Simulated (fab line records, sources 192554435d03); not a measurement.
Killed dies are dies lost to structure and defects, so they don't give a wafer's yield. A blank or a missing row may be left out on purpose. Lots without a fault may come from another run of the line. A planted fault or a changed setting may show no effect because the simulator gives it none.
Split-lot experiment | flow n5_finfet | 7 lots, 39 wafers read, on a route of 1938 steps

THE SPLIT
At N5_BEOL_M7_DEP_56 (deposits SiCN from 3MS/NH3, target thk 10 nm, time 17.5 s), the setting target_thk_a was moved away from the recipe's 100 angstrom on 18 of the 39 wafers read, by -58.4% to +54.1%. The other wafers ran this setting at the recipe's value.

The reading is taken at the split's own step.

THE READING
SiCN_of_BEOL_M7_DEP_56.thk_nm (the simulator's own value, which no gauge read), in nm, at N5_BEOL_M7_DEP_56 (deposits SiCN from 3MS/NH3, target thk 10 nm, time 17.5 s). The file gives no usual value for it. The 21 wafers here that ran the recipe average 10.0 nm, standard deviation 0.16 nm.

wafer  | tool, chamber at the split | target_thk_a as run, angstrom | against the recipe | SiCN_of_BEOL_M7_DEP_56.thk_nm, nm | against lot-mates on the recipe
L075.1 | pecvd-01, 1,0              | 100                           | recipe             | 9.8                               | -
L075.5 | pecvd-01, 1,0              | 100                           | recipe             | 9.8                               | -
L075.2 | pecvd-01, 2,0              | 154.1                         | +54.1%             | 15.2                              | +5.3
L075.3 | pecvd-01, 2,0              | 154.1                         | +54.1%             | 15.2                              | +5.3
L075.4 | pecvd-01, 1                | 154.1                         | +54.1%             | 15.4                              | +5.5
L075.6 | pecvd-01, 2                | 100                           | recipe             | 10                                | -
L077.1 | pecvd-01, 1,2              | 100                           | recipe             | 9.8                               | -
L077.3 | pecvd-01, 1,2              | 100                           | recipe             | 9.8                               | -
L077.2 | pecvd-01, 0,1,2            | 45.2                          | -54.8%             | 4.4                               | -5.5
L077.5 | pecvd-01, 0,1,2            | 45.2                          | -54.8%             | 4.4                               | -5.5
L077.6 | pecvd-01, 0,1,2            | 45.2                          | -54.8%             | 4.4                               | -5.5
L077.4 | pecvd-01, 0                | 100                           | recipe             | 10                                | -
L080.1 | pecvd-02, 0                | 73.4                          | -26.6%             | 7.2                               | -2.9
L080.2 | pecvd-02, 1,2              | 100                           | recipe             | 10.2                              | -
L080.5 | pecvd-02, 1,2              | 100                           | recipe             | 10.2                              | -
L080.3 | pecvd-02, 2,0              | 73.4                          | -26.6%             | 7.4                               | -2.7
L080.4 | pecvd-02, 2,0              | 73.4                          | -26.6%             | 7.4                               | -2.7
L080.6 | pecvd-02, 1                | 100                           | recipe             | 10                                | -
L083.2 | pecvd-01, 0,1,0            | 100                           | recipe             | 10                                | -
L083.4 | pecvd-01, 0,1,0            | 100                           | recipe             | 10                                | -
L083.6 | pecvd-01, 0,1,0            | 100                           | recipe             | 10                                | -
L085.1 | pecvd-01, 1,0,0            | 41.58                         | -58.4%             | 4.2                               | -5.7
L085.3 | pecvd-01, 1,0,0            | 41.58                         | -58.4%             | 4.2                               | -5.7
L085.5 | pecvd-01, 1,0,0            | 41.58                         | -58.4%             | 4.2                               | -5.7
L085.2 | pecvd-01, 2,1              | 100                           | recipe             | 9.8                               | -
L085.6 | pecvd-01, 2,1              | 100                           | recipe             | 9.8                               | -
L085.4 | pecvd-01, 2                | 100                           | recipe             | 10.2                              | -
L087.1 | pecvd-02, 1                | 100                           | recipe             | 9.8                               | -
L087.2 | pecvd-02, 2                | 100                           | recipe             | 10                                | -
L087.3 | pecvd-02, 0                | 62.19                         | -37.8%             | 6                                 | -4.0
L087.6 | pecvd-02, 0                | 62.19                         | -37.8%             | 6                                 | -4.0
L087.4 | pecvd-02, 2                | 100                           | recipe             | 10.2                              | -
L087.5 | pecvd-02, 1                | 62.19                         | -37.8%             | 6.2                               | -3.8
L094.1 | pecvd-04, 0                | 115.6                         | +15.6%             | 11.4                              | +1.3
L094.2 | pecvd-04, 1                | 100                           | recipe             | 10                                | -
L094.3 | pecvd-04, 2                | 115.6                         | +15.6%             | 11.6                              | +1.5
L094.4 | pecvd-04, 2                | 115.6                         | +15.6%             | 11.6                              | +1.5
L094.5 | pecvd-04, 1,0              | 100                           | recipe             | 10.2                              | -
L094.6 | pecvd-04, 1,0              | 100                           | recipe             | 10.2                              | -
Where a row lists several chambers, the file gives one row for several wafers and doesn't say which wafer went through which chamber.

THE FIT
A straight line over all 39 wafers: SiCN_of_BEOL_M7_DEP_56.thk_nm changes by +0.0998 nm for each +1% of target_thk_a; r = +1.00; the points scatter about the line by 0.14 nm.
The same after taking each lot's own level away (the mean of its wafers on the recipe; 39 wafers): +0.0997 nm for each +1%; r = +1.00; scatter 0.13 nm.
On that fit, the largest move of target_thk_a shifts the reading by 5.8 nm.
The lots' own levels span 9.87 to 10.13 nm, that is 1.7 times the standard deviation above.
So the lot-to-lot level changes the slope little: the two slopes agree.
Check: with one of the wafers moved furthest among these (-58.4%) left out of the fit, the line predicts -5.87 nm for it against its lot-mates. It came out at -5.73 nm against them.

THE FILE'S OWN FIT
SiCN_of_BEOL_M7_DEP_56.thk_nm changes by +0.0999 nm for each +1% of target_thk_a, r = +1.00.
